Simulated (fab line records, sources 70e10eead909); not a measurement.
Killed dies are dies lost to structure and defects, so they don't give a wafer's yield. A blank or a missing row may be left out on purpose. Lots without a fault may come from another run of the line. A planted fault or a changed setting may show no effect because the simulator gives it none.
Chamber matching | flow nand_harc | NHARC_A_STAIRCASE_DESCUM_219 on rie_diel-07: 4 sister chambers
The step chemistry O2, time 3 s. 16 wafers are shown with their chamber, then 8 later ones without.

WAFERS WITH THEIR CHAMBER
wafer  | chamber | drypump_motor_current_A (A) | showerhead_plenum_p_Torr (Torr) | rf_vpp_V (V)
L074.2 | 2       | 5.9                         | 1.90                            | 57.3
L074.3 | 3       | 6.2                         | 1.85                            | 57.9
L074.6 | 2       | 5.9                         | 1.90                            | 57.8
L076.1 | 0       | 6.5                         | 2.03                            | 58.7
L076.3 | 3       | 6.1                         | 1.84                            | 57.0
L076.4 | 2       | 5.9                         | 1.89                            | 58.1
L082.1 | 1       | 5.7                         | 1.87                            | 57.2
L082.2 | 2       | 5.9                         | 1.89                            | 57.7
L082.4 | 2       | 5.9                         | 1.89                            | 58.1
L084.1 | 1       | 5.7                         | 1.87                            | 56.7
L084.3 | 3       | 6.1                         | 1.84                            | 57.4
L084.5 | 1       | 5.7                         | 1.87                            | 55.8
L087.2 | 3       | 6.1                         | 1.83                            | 57.8
L087.4 | 0       | 6.5                         | 2.02                            | 59.0
L087.5 | 1       | 5.7                         | 1.86                            | 56.8
L088.1 | 3       | 6.1                         | 1.83                            | 57.6

SIGNATURES (means of the wafers above)
reading                  | chamber 0 | chamber 1 | chamber 2 | chamber 3 | scatter within a chamber
drypump_motor_current_A  | 6.500     | 5.700     | 5.900     | 6.120     | 0.0258
showerhead_plenum_p_Torr | 2.0250    | 1.8675    | 1.8940    | 1.8380    | 0.00661
rf_vpp_V                 | 58.850    | 56.625    | 57.800    | 57.540    | 0.413
Rule: a wafer's distance from a chamber is the root of the sum, over the readings, of the square of ((its reading less the chamber's mean) divided by the reading's scatter). The wafer belongs to the nearest chamber; if the next one is less than 2 further off, it can't be placed. The scatter: the root of (the sum of the squares of (reading less its chamber's mean) over the shown wafers, divided by (wafers less chambers)).

WAFERS WITHOUT THEIR CHAMBER
wafer  | drypump_motor_current_A (A) | showerhead_plenum_p_Torr (Torr) | rf_vpp_V (V)
L088.4 | 6.4                         | 2.02                            | 58.5
L088.5 | 5.9                         | 1.88                            | 58.8
L090.1 | 5.9                         | 1.88                            | 58.1
L090.5 | 6.1                         | 1.83                            | 58.0
L090.6 | 5.9                         | 1.88                            | 58.2
L092.1 | 5.7                         | 1.86                            | 56.6
L092.3 | 6.1                         | 1.83                            | 57.2
L092.6 | 6.5                         | 2.01                            | 57.2

WHICH CHAMBER EACH WENT THROUGH
wafer  | from the rows above | in truth
L088.4 | 0                   | 0
L088.5 | 2                   | 2
L090.1 | 2                   | 2
L090.5 | 3                   | 3
L090.6 | 2                   | 2
L092.1 | 1                   | 1
L092.3 | 3                   | 3
L092.6 | 0                   | 0
Placed correctly: 8 of 8. Can't be placed from these rows: 0. Placed wrongly: 0.
